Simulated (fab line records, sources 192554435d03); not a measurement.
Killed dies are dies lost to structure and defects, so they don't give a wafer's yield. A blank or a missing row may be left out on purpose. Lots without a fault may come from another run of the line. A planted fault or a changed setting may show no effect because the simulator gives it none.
One fault seen from 3 desks | flow n5_finfet | each desk has only its own numbers; what lay behind them comes last

THE TOOL OWNER'S DESK: pvd_sputter-03
The tool's own readings at N5_MIM_BOT_SPUTTER_00 (material TiN, target thk 35 nm, time 89.7 s): means of the sampled wafers that have a number, for each lot that ran on this tool. A lot is out of limits, marked OUT, if its mean lies more than 4 standard deviations from the usual mean; the brackets give that distance.
Columns: A = chamber_pressure_pa at N5_MIM_BOT_SPUTTER_00, usual 0.5000 Pa; B = throttle_valve_pct at N5_MIM_BOT_SPUTTER_00, usual 30.0 %
lot  | first seen here | A                | B
L802 | day 14 10:31    | 0.4996           | 29.6
L807 | day 15 09:05    | 0.4293 (-64) OUT | 32.5
L806 | day 15 13:21    | 0.4298 (-64) OUT | 31.7
This desk's finding: out of limits on L806, L807; first on L807, day 15 09:05 (chamber_pressure_pa at N5_MIM_BOT_SPUTTER_00). In limits: L802.

THE METROLOGY DESK
What the gauges read, lot by lot, whatever tool the lot ran on: means of the sampled wafers that have a number. A lot is out of limits, marked OUT, if its mean lies more than 4 standard deviations from the usual mean; the brackets give that distance. Of its 27 readings 7 are shown: those that lie furthest out on some lot.
Columns: A = M15_RS at N5_BEOL_M15_RS_MEAS_54, usual 0.0215 ohm/sq; B = COMB_M11 at N5_BEOL_M15_RC_MEAS_101, usual 1.46e-11 S/m; C = COMB_M12 at N5_BEOL_M15_RC_MEAS_101, usual 6.8e-12 S/m; D = COMB_M13 at N5_BEOL_M15_RC_MEAS_101, usual 5.6e-12 S/m; E = COMB_M14 at N5_BEOL_M15_RC_MEAS_101, usual 4.1e-12 S/m; F = COMB_M7 at N5_BEOL_M15_RC_MEAS_101, usual 2.5e-11 S/m; G = SERP_M11_max_site at N5_BEOL_M15_RC_MEAS_101, usual 3.12 ohm/um
lot  | first seen here | A      | B        | C       | D       | E       | F       | G
L792 | day 11 20:14    | 0.0219 | 1.19e-11 | 6.4e-12 | 4.6e-12 | 2.8e-12 | 2.5e-11 | 3.13
L802 | day 14 07:14    | 0.0219 | 1.72e-11 | 6.4e-12 | 5.6e-12 | 5.4e-12 | 2.8e-11 | 3.11
L807 | day 15 06:25    | 0.0219 | 1.39e-11 | 6.0e-12 | 5.6e-12 | 4.1e-12 | 2.5e-11 | 3.07
L806 | day 15 11:57    | 0.0216 | 1.98e-11 | 6.9e-12 | 5.6e-12 | 3.5e-12 | 2.3e-11 | 2.94
L808 | day 15 12:31    | 0.0221 | 1.32e-11 | 7.9e-12 | 7.4e-12 | 5.9e-12 | 1.8e-11 | 3.12
L809 | day 15 22:15    | 0.0213 | 1.41e-11 | 9.3e-12 | 5.4e-12 | 3.7e-12 | 2.7e-11 | 3.05
This desk's finding: nothing out of limits on any of the 6 lots.

THE DEFECT DESK
What the inspections along the route counted, lot by lot: means of the sampled wafers that have a number. A lot is out of limits, marked OUT, if its mean lies more than 4 standard deviations from the usual mean; the brackets give that distance.
Columns: A = raw_defect_count at N5_BEOL_M15_INSPECT_55, usual 74
lot  | first seen here | A
L792 | day 11 20:23    | 51
L802 | day 14 07:23    | 89
L807 | day 15 06:36    | 90
L806 | day 15 12:07    | 81
L808 | day 15 12:40    | 81
L809 | day 15 22:25    | 57
This desk's finding: nothing out of limits on any of the 6 lots.

PUT TOGETHER
The tool owner's desk could have raised an alarm at day 15 09:05, on L806, L807.
The metrology desk saw nothing out of limits.
The defect desk saw nothing out of limits.
The metrology desk has L806, L807 on record, within its limits.
The defect desk has L806, L807 on record, within its limits.
Of the lots named, all ran N5_MIM_BOT_SPUTTER_00 on pvd_sputter-03.

WHAT THE SIMULATOR HAD PUT IN
Process parameter drift: pvd_sputter-03, from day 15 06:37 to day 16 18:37, at N5_MIM_BOT_SPUTTER_00. Setting chamber_pressure_pa, moved by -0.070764, from 0.49996. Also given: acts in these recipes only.
Lots struck among those shown: L806, L807.
Hours from the fault's start to each desk's first reading out of limits: the tool owner's desk, 2.
